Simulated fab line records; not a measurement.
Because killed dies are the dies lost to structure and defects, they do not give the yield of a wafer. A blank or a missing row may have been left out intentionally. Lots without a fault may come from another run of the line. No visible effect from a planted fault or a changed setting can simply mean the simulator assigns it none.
Matching of chambers | flow nand_harc | NHARC_P_M1_DEP_33 on pecvd-03: 3 sister chambers
The step deposits SiCN, target thk 30 nm. 3 wafers are shown with their chamber, then 7 later ones without.

WAFERS, EACH WITH ITS CHAMBER
wafer  | chamber | heater_power_w (W)
L090.5 | 2       | 639
L093.1 | 1       | 645
L093.3 | 0       | 505

WAFERS WITHOUT THEIR CHAMBER
wafer  | heater_power_w (W)
L093.4 | 660
L095.3 | 650
L095.5 | 617
L095.6 | 475
L097.1 | 627
L097.3 | 644
L097.4 | 663

EACH ONE'S CHAMBER
wafer  | from the rows above     | in truth
L093.4 | can't be placed: 1 or 2 | 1
L095.3 | can't be placed: 1 or 2 | 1
L095.5 | can't be placed: 2 or 1 | 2
L095.6 | 0                       | 0
L097.1 | can't be placed: 2 or 1 | 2
L097.3 | can't be placed: 1 or 2 | 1
L097.4 | can't be placed: 1 or 2 | 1
Placed correctly: 1 of 7. These rows do not allow placing 6 (true chamber among the candidates in 6). Placed wrongly: 0.
How it was worked out, from the rows above alone: a wafer's distance from a chamber is the root of the sum, over the readings, of the square of ((its reading less the chamber's mean) divided by the reading's scatter). The wafer belongs to the nearest chamber; if the next one is less than 2 further off, it can't be placed. The mean given for a chamber averages the wafers shown for that chamber. The scatter: with one shown wafer a chamber, the root of the mean of the squares of how far each hidden wafer lies from its nearest shown one.
